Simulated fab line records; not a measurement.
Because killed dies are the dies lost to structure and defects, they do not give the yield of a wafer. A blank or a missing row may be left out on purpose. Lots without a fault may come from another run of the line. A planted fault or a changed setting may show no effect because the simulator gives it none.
A struck lot beside a sound one || flow n5Finfet || 41 out of 1938 route steps
Sound: these wafers, L778.4, L778.5, L778.6. Wafers L798.1, L798.3, L798.4 were the ones struck. The cause is named last.
For every step that has rows: the tool of each side, followed by ch and its chambers, followed by its first start. Under that, the readings that differ: sound wafers || struck wafers || difference of the means || sigmas: that difference in standard deviations of wafers without a fault.
alike: words and numbers the same on both sides, and readings whose means are apart by under 2 such deviations; not compared: readings that were withheld, readings missing a value for some wafer, numbers with overlapping values and no deviation given by the record, and bounds like >300 which may hide the same value.
The two part at a step that has a row with sigmas, a row that says differs or no value, or rows on one side only. Numbers that don't overlap but have no deviation are shown without sigmas and don't part them. A reading missing from all wafers of one side parts the sides only when that side holds two or more wafers.

first, 12 steps without rows for these wafers: N5_BEOL_M2_DESCUM_33 (chemistry O2, time 7 s); N5_BEOL_M2_ETCH_77 (etches underlayer in N2/H2, target depth 6.5 nm, time 5.2 s); N5_BEOL_M2_ETCH_69 (etches SiARC in CF4, target depth 15.6 nm, time 26 s); N5_BEOL_M2_ALD_98 (deposits SiO2, target thk 2.5 nm, pulse time 1 s, co reactant pulse time 1 s); N5_BEOL_M2_ETCHBACK_99 (etches SiO2 in CHF3, target depth 5 nm, time 10.4 s); N5_BEOL_M2_ETCH_70 (etches SOC in N2/H2, target depth 80 nm, overetch 24 nm, time 130 s); N5_BEOL_M2_STRIP_71 (strips in N2/H2); N5_BEOL_M2_STRIP_78 (strips in N2/H2); N5_BEOL_M2_VIA_ETCH_34 (etches the open film in C4F6/O2, target depth 69.4 nm, time 65.9 s); N5_BEOL_M2_STRIP_83 (strips in C4F6/O2); N5_BEOL_M2_STRIP_36 (strips in N2/H2); N5_BEOL_M2_TRENCH_ETCH_37 (etches SiOC in C4F6/O2, target depth 55.555 nm, time 29.2 s).
N5_BEOL_M2_ETCH_41: etches SiCN in CH3F/O2, target depth 29.9 nm, time 52.5 s.
  sound on rieDiel-01 ch 1,2, day 6 15:06; struck on rieDiel-01 ch 0,1,3, day 11 20:40
  alike: drypumpMotorCurrentA, mfcArSccm, oesProductAu, rfVppV, showerheadPlenumPTorr, throttleValvePct
  not compared: rfHoursCounterH
then, 27 steps without rows for these wafers: N5_BEOL_M2_STRIP_97 (strips in N2/H2, time 10 s); N5_BEOL_M2_HM_STRIP_39 (strips TiN in peroxide tin strip, target depth 25 nm, time 158 s); N5_BEOL_M2_SRD_40 (time 30 s); N5_BEOL_M2_PRECLEAN_42 (cleans in residue remover, time 60 s); N5_BEOL_M2_SRD_43 (time 30 s); N5_BEOL_M2_DEGAS_44 (time 60 s); N5_BEOL_M2_PRE_CLEAN_45 (time 30 s); N5_BEOL_M2_ALD_84 (deposits TaN, pulse time 2 s, purge time 3 s, co reactant purge time 2 s); N5_BEOL_M2_SURFACE_TREAT_85; N5_BEOL_M2_CVD_47 (deposits Co from CCTBA/H2, target thk 3 nm, time 223.8 s); N5_BEOL_M2_SPUTTER_48 (material Cu, target thk 4.5 nm, time 8.29 s); N5_BEOL_M2_ANNEAL_49 (time 240 s); N5_BEOL_M2_SPUTTER_79 (material Cu, target thk 4.5 nm, time 8.29 s); N5_BEOL_M2_ANNEAL_80 (time 240 s); N5_BEOL_M2_SPUTTER_81 (material Cu, target thk 4.5 nm, time 8.29 s); N5_BEOL_M2_ANNEAL_82 (time 240 s); N5_BEOL_M2_SPUTTER_86 (material Cu, target thk 4.5 nm, time 8.29 s); N5_BEOL_M2_ANNEAL_87 (time 240 s); N5_BEOL_M2_SPUTTER_88 (material Cu, target thk 4.5 nm, time 8.29 s); N5_BEOL_M2_ANNEAL_89 (time 240 s); N5_BEOL_M2_SPUTTER_90 (material Cu, target thk 4.5 nm, time 8.29 s); N5_BEOL_M2_ANNEAL_91 (time 240 s); N5_BEOL_M2_SPUTTER_92 (material Cu, target thk 4.5 nm, time 8.29 s); N5_BEOL_M2_ANNEAL_93 (time 240 s); N5_BEOL_M2_SPUTTER_94 (material Cu, target thk 4.5 nm, time 8.29 s); N5_BEOL_M2_ANNEAL_95 (time 240 s); N5_BEOL_M2_SPUTTER_96 (material Cu, target thk 4.5 nm, time 8.29 s).
-- here the record skips 6 days between the struck wafers' starts before and after, leaving off in module BEOL_M2 and picking up in module PASSIVATION (first step shown: number 1936 of the route) --
N5_PASSIVATION_PROBE_49:
  rows exist in the record for the struck wafers here (prober-01, day 17 10:42), but not for the sound ones

== WHERE THEY PART ==
Only at N5_PASSIVATION_PROBE_49, within this record.

WHY: what the simulator had put in
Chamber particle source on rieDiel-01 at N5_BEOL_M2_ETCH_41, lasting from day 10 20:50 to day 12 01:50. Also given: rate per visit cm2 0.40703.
